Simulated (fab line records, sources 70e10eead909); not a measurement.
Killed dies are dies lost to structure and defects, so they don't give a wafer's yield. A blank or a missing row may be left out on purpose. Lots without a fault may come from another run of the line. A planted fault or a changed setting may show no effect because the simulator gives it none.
Problem report in the 8D (eight disciplines) form, filled by code | flow nand_harc | the parts of the form that need people (team, actions taken, sign-off) are left out

1. THE PROBLEM
killed_at_array at NHARC_END_SORT_01 reads a mean of 188 on 2 wafers of 2 lots; wafers without a fault read 25 with a standard deviation of 9.8. That is +17 standard deviations from the usual mean.
First seen on wafer L234.1, day 20 19:42, on prober-01. The record holds 6 wafers of 2 lots with a number at this step. Rule for "out", or "out of limits": more than 4 standard deviations from the usual mean. The other wafers with a number count as sound.

2. WHAT IT IS AND WHAT IT IS NOT
question                    | is                           | is not
which readings at this step | killed_at_array, killed_dies | killed_at_other, killed_at_periphery, killed_open, killed_short
which lots                  | L234, L237                   | -
which wafers of those lots  | L234.1, L237.5               | L234.2, L234.6, L237.1, L237.4
read on which gauges        | prober-01                    | -
when                        | from day 20 19:42            | up to then (0 sound wafers); but 4 sound wafers of L234, L237 came after

3. SUSPECTS, AND WHAT RULES EACH OUT
Counting: a tool at a process step up to the reading stays a suspect if it ran every lot that is out. Sound lots after the first of them don't rule it out here, since some wafers of a struck lot are sound.
- the gauge at NHARC_END_SORT_01: ruled out. All the wafers that are out were read on prober-01, but those of them that NHARC_A_SGD_CUT_ETCH_58 has rows for are out there too, on other tools.
- pecvd-04 at NHARC_A_STAIRCASE_DEP_471 (deposits SiO2, target thk 100 nm): kept. It ran every lot that is out, first L234 (day 15 02:12).
- rie_diel-02 at NHARC_A_SGD_CUT_ETCH_58 (etches the open film in CF4, target depth 39 nm, time 65 s): kept. It ran every lot that is out, first L234 (day 15 03:43). Its own readings are out on those wafers: run_length_s.
- cmp-01 at NHARC_A_SGD_CUT_CMP_21 (polishes, target thk 148.19 nm): kept. It ran every lot that is out, first L234 (day 15 09:05).
- Within rie_diel-02 at NHARC_A_SGD_CUT_ETCH_58: the wafers that are out ran in chamber 0; their sound lot-mates ran in chambers 1, 2, 3.
Left after counting: pecvd-04 at NHARC_A_STAIRCASE_DEP_471, rie_diel-02 at NHARC_A_SGD_CUT_ETCH_58, cmp-01 at NHARC_A_SGD_CUT_CMP_21.

4. THE CAUSE (what the simulator had put in)
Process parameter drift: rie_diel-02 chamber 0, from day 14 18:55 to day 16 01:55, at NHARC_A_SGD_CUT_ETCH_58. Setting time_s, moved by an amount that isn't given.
Counting left 3 suspects, and this tool is among them.

5. THE CHAIN OF EFFECTS, in route order
Each row: a reading whose mean over the struck wafers that have a number lies more than 3 standard deviations from the usual. Only readings for which the record gives a usual standard deviation are gone through. hours: the time from each lot's start at the first step in this table that gives one to its start at this step, as a median over the lots. sigmas: the change in usual standard deviations.
hours | step                    | reading         | usual  | on struck wafers | change | sigmas
0     | NHARC_A_SGD_CUT_ETCH_58 | run_length_s    | 86.3 s | 68.6             | -17.7  | -36
141   | NHARC_END_SORT_01       | killed_at_array | 25     | 188              | +164   | +17
141   | NHARC_END_SORT_01       | killed_dies     | 29     | 193              | +164   | +16
The process steps in it:
- NHARC_A_SGD_CUT_ETCH_58: etches the open film in CF4, target depth 39 nm, time 65 s.

6. WHAT WOULD HAVE CAUGHT IT SOONER
In this record the first reading out of limits at a measuring or inspecting step was taken at day 20 19:42, 145 hours after the fault began at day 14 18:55.
The tool's own readings at NHARC_A_SGD_CUT_ETCH_58 were out on every struck wafer that the step has a row for (run_length_s): an alarm limit on them would have fired on the first of those.
All the lots that are out (2) had begun NHARC_A_SGD_CUT_ETCH_58 on rie_diel-02 by day 20 19:42. A hold on the tool at that time would have spared none of them.
